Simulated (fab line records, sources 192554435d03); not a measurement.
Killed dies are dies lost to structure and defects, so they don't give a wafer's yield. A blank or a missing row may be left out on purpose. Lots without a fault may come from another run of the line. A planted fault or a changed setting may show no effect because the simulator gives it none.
A struck lot beside a sound one | flow n5_finfet | 15 steps out of a route of 1938
Sound: wafers L209.2, L209.3, L209.5. Struck: wafer L213.3. (L213.5, L213.6 of the same lot were not struck and are left out.) The cause comes at the end.
At each step with rows: each side's tool, then ch and its chambers, then its first start. Under that, the readings that differ: sound wafers | struck wafers | difference of the means | sigmas: that difference in standard deviations of wafers without a fault.
alike: readings whose means differ by less than 2 such deviations, and words and numbers that are the same on both sides. not compared: withheld readings, readings that some wafer has no value for, bounds like >300 that may hide the same value, and numbers for which the record gives no deviation and whose values overlap.
The two part at a step that has a row with sigmas, a row that says differs or no value, or rows on one side only. Numbers that don't overlap but have no deviation are shown without sigmas and don't part them. A reading that every wafer of one side lacks parts them only if that side has two wafers or more.

first, 1 step without rows for these wafers: N5_BEOL_M2_DEVELOP_27 (develop time 30 s).
N5_BEOL_M2_CD_MEAS_28: target cd 26.2 nm, target cd y 24.1 nm.
  sound on cd_sem-01 ch 0, day 7 22:27; struck on cd_sem-01 ch 0, day 8 18:34
  alike: cd_nm
N5_BEOL_M2_OVL_MEAS_29:
  sound on overlay-02 ch 0, day 7 22:29; struck on overlay-02 ch 0, day 8 18:37
  alike: V1_OVL
N5_BEOL_M2_INSPECT_30: inspects for defects (brightfield).
  sound on defect_inspect-02, day 7 22:32; struck on defect_inspect-02, day 8 18:40
  alike: raw_defect_count
N5_BEOL_M2_DESCUM_33: chemistry O2, time 7 s.
  sound on rie_diel-04 ch 2,3, day 7 22:34; struck on rie_diel-04 ch 2, day 8 18:41
  alike: drypump_motor_current_A, oes_product_au, rf_vpp_V, showerhead_plenum_p_Torr, throttle_valve_pct
  not compared: rf_hours_counter_h
N5_BEOL_M2_ETCH_77: etches underlayer in N2/H2, target depth 6.5 nm, time 5.2 s.
  sound on rie_diel-04 ch 2,3, day 7 22:37; struck on rie_diel-04 ch 2, day 8 18:44
  alike: drypump_motor_current_A, etch_rf_on_time_s, h2_flow_sccm, oes_product_au, rf_vpp_V, showerhead_plenum_p_Torr, throttle_valve_pct
  not compared: rf_hours_counter_h
N5_BEOL_M2_ETCH_69: etches SiARC in CF4, target depth 15.6 nm, time 26 s.
  sound on rie_diel-04 ch 2,3, day 7 22:38; struck on rie_diel-04 ch 2, day 8 18:44
  alike: drypump_motor_current_A, etch_rf_on_time_s, mfc_ar_sccm, oes_product_au, rf_vpp_V, showerhead_plenum_p_Torr, throttle_valve_pct
  not compared: rf_hours_counter_h
N5_BEOL_M2_ALD_98: deposits SiO2, target thk 2.5 nm, pulse time 1 s, co reactant pulse time 1 s.
  sound on ald_sin-03 ch 0,1, day 7 22:43; struck on ald_sin-04 ch 2, day 8 18:50
  reading                    | sound             | struck | difference | sigmas
  precursor_pulse_height_rel | 1.008 1.032 1.000 | 0.944  | -0.069     | -3
  alike: heater_power_w
then, 1 step without rows for these wafers: N5_BEOL_M2_ETCHBACK_99 (etches SiO2 in CHF3, target depth 5 nm, time 10.4 s).
N5_BEOL_M2_ETCH_70: etches SOC in N2/H2, target depth 80 nm, overetch 24 nm, time 130 s.
  sound on rie_diel-05 ch 0,3, day 8 01:44; struck on rie_diel-02 ch 0, day 9 06:39
  reading                         | sound             | struck | difference | sigmas
  drypump_motor_current_A (A)     | 6.3 6.6 6.6       | 5.6    | -0.9       | -2
  rf_vpp_V (V)                    | 525.0 525.8 525.9 | 519.8  | -5.8       | -2
  run_length_s (s)                | 153.4 152.6 152.3 | 153.9  | +1.1       | +2
  showerhead_plenum_p_Torr (Torr) | 2.61 2.63 2.63    | 2.42   | -0.20      | -2
  alike: h2_flow_sccm, oes_product_au, throttle_valve_pct
  not compared: rf_hours_counter_h
then, 2 steps without rows for these wafers: N5_BEOL_M2_STRIP_71 (strips in N2/H2); N5_BEOL_M2_STRIP_78 (strips in N2/H2).
N5_BEOL_M2_VIA_ETCH_34: etches the open film in C4F6/O2, target depth 69.4 nm, time 65.9 s.
  sound on rie_diel-05 ch 0,3, day 8 01:50; struck on rie_diel-02 ch 0, day 9 06:45
  reading                                  | sound             | struck | difference | sigmas
  drypump_motor_current_A (A)              | 6.3 6.6 6.6       | 5.6    | -0.9       | -2
  run_length_s (s)                         | 89.0 88.1 88.4    | 84.9   | -3.6       | -7
  showerhead_plenum_p_Torr (Torr)          | 2.90 2.94 2.94    | 2.72   | -0.21      | -2
  model.etch.depth_nm (nm)                 | 69.14 67.72 68.24 | 63.13  | -5.24      |
  model.SOC_of_BEOL_M2_COAT_67.thk_nm (nm) | 52 52.2 52.2      | 52.6   | +0.5       |
  alike: mfc_ar_sccm, oes_product_au, rf_vpp_V, throttle_valve_pct
  not compared: rf_hours_counter_h
then, 1 step without rows for these wafers: N5_BEOL_M2_STRIP_83 (strips in C4F6/O2).
-- the record jumps here: 4 days lie between the struck wafers' starts before and after (it left off in module BEOL_M2 and takes up again in module BEOL_M4, whose first step shown is number 1111 of the route) --
N5_BEOL_M4_RC_MEAS_101:
  sound on prober-01 ch 0, day 10 03:59; struck on prober-02 ch 0, day 13 01:53
  alike: DIBL_N, DIBL_P, IOFF_N, IOFF_P, ION_N, ION_P, SS_N, SS_P, VT_N, VT_P

WHERE THEY PART
First at N5_BEOL_M2_ALD_98; last, within this record, at N5_BEOL_M2_VIA_ETCH_34. Later steps at which nothing parts them and some readings are alike: N5_BEOL_M4_RC_MEAS_101.

WHY: what the simulator had put in
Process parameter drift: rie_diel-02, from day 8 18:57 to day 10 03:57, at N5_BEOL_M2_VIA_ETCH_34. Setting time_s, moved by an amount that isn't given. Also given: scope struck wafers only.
